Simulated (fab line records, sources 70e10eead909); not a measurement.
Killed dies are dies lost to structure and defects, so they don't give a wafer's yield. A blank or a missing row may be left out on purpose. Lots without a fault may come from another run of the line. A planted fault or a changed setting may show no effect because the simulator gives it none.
A struck lot beside a sound one | flow nand_harc | 20 steps out of a route of 1302
Sound: wafers L170.1, L170.4, L170.6. Struck: wafers L187.1, L187.3, L187.4. The cause comes at the end.
At each step with rows: each side's tool, then ch and its chambers, then its first start. Under that, the readings that differ: sound wafers | struck wafers | difference of the means | sigmas: that difference in standard deviations of wafers without a fault.
alike: readings whose means differ by less than 2 such deviations, and words and numbers that are the same on both sides. not compared: withheld readings, readings that some wafer has no value for, bounds like >300 that may hide the same value, and numbers for which the record gives no deviation and whose values overlap.
The two part at a step that has a row with sigmas, a row that says differs or no value, or rows on one side only. Numbers that don't overlap but have no deviation are shown without sigmas and don't part them. A reading that every wafer of one side lacks parts them only if that side has two wafers or more.

NHARC_A_ONON_D1_INSPECT_32:
  sound on defect_inspect-01, day 8 12:29; struck on defect_inspect-01, day 16 00:14
  alike: raw_defect_count
NHARC_A_CHANNEL_HOLE_D1_DEP_00: deposits aC, target thk 3100 nm.
  sound on acl_dep-03 ch 0, day 8 13:17; struck on acl_dep-01 ch 0, day 16 00:18
  alike: throttle_valve_pct
NHARC_A_CHANNEL_HOLE_D1_DEP_01: deposits SiON, target thk 140 nm.
  sound on pecvd-03 ch 0,1, day 8 15:12; struck on pecvd-01 ch 0,1,2, day 16 02:13
  alike: heater_power_outer_w, heater_power_w
then, 9 steps without rows for these wafers: NHARC_A_CHANNEL_HOLE_D1_DEHYDRATE_02 (time 120 s); NHARC_A_CHANNEL_HOLE_D1_HMDS_03 (time 30 s); NHARC_A_CHANNEL_HOLE_D1_COAT_36 (time 75 s); NHARC_A_CHANNEL_HOLE_D1_COAT_37 (time 65 s); NHARC_A_CHANNEL_HOLE_D1_COAT_04 (resist thk 90 nm); NHARC_A_CHANNEL_HOLE_D1_SOFTBAKE_05 (time 55 s); NHARC_A_CHANNEL_HOLE_D1_EBR_06; NHARC_A_CHANNEL_HOLE_D1_EXPOSE_07 (exposes mask HOLE D1, target cd 100 nm); NHARC_A_CHANNEL_HOLE_D1_PEB_08 (peb time 65 s).
NHARC_A_CHANNEL_HOLE_D1_DEVELOP_09: develop time 35 s.
  sound on litho_track-04 ch 0, day 8 15:00; struck on litho_track-01 ch 0, day 16 02:00
  alike: developer_temp_C
NHARC_A_CHANNEL_HOLE_D1_CD_MEAS_10: target cd 100 nm.
  sound on cd_sem-01 ch 0, day 8 15:48; struck on cd_sem-02 ch 0
  reading    | sound            | struck         | difference | sigmas
  cd_nm (nm) | 99.6 100.3 100.1 | 98.1 97.8 97.8 | -2.1       | -4
  not compared: hold
NHARC_A_CHANNEL_HOLE_D1_OVL_MEAS_11:
  sound on overlay-02, day 8 15:53; struck on overlay-02, day 16 08:25
  reading | sound | struck                                                                     | difference                   | sigmas
  hold    | - - - | await_dispo/5.2h/release await_dispo/5.2h/release await_dispo/5.2h/release | no value on the sound wafers |
  alike: overlay_x_nm, overlay_y_nm
NHARC_A_CHANNEL_HOLE_D1_INSPECT_12:
  sound on defect_inspect-01, day 8 15:55; struck on defect_inspect-01, day 16 08:27
  alike: raw_defect_count
NHARC_A_CHANNEL_HOLE_D1_DESCUM_15: chemistry O2, time 3 s.
  sound on rie_diel-12 ch 0,1,2, day 8 15:59; struck on rie_diel-12 ch 0,2,3, day 16 08:31
  reading                            | sound             | struck            | difference | sigmas
  model.A_CHANNEL_HOLE_D1.cd_nm (nm) | 99.56 99.93 99.89 | 98.65 97.56 98.14 | -1.68      |
  alike: drypump_motor_current_A, oes_product_au, rf_vpp_V, showerhead_plenum_p_Torr, throttle_valve_pct
  not compared: rf_hours_counter_h
NHARC_A_CHANNEL_HOLE_D1_ETCH_38: etches the open film in CF4, target depth 39 nm, time 65 s.
  sound on rie_diel-12 ch 1,2,3, day 8 16:05; struck on rie_diel-12 ch 1,2,3, day 16 08:35
  reading                            | sound             | struck            | difference | sigmas
  model.A_CHANNEL_HOLE_D1.cd_nm (nm) | 99.68 99.48 99.81 | 98.67 97.51 98.31 | -1.49      |
  alike: cf4_flow_sccm, drypump_motor_current_A, oes_product_au, rf_vpp_V, showerhead_plenum_p_Torr, throttle_valve_pct
  not compared: rf_hours_counter_h
NHARC_A_CHANNEL_HOLE_D1_ETCH_39: etches the open film in N2/H2, target depth 260 nm, time 325 s.
  sound on rie_diel-12 ch 1,2; struck on rie_diel-12 ch 1,2,3
  alike: drypump_motor_current_A, oes_product_au, rf_vpp_V, showerhead_plenum_p_Torr, throttle_valve_pct
  not compared: rf_hours_counter_h
then, 1 step without rows for these wafers: NHARC_END_SORT_01.

WHERE THEY PART
First at NHARC_A_CHANNEL_HOLE_D1_CD_MEAS_10; last, within this record, at NHARC_A_CHANNEL_HOLE_D1_OVL_MEAS_11. Later steps at which nothing parts them and some readings are alike: NHARC_A_CHANNEL_HOLE_D1_INSPECT_12, NHARC_A_CHANNEL_HOLE_D1_DESCUM_15, NHARC_A_CHANNEL_HOLE_D1_ETCH_38, NHARC_A_CHANNEL_HOLE_D1_ETCH_39.

WHY: what the simulator had put in
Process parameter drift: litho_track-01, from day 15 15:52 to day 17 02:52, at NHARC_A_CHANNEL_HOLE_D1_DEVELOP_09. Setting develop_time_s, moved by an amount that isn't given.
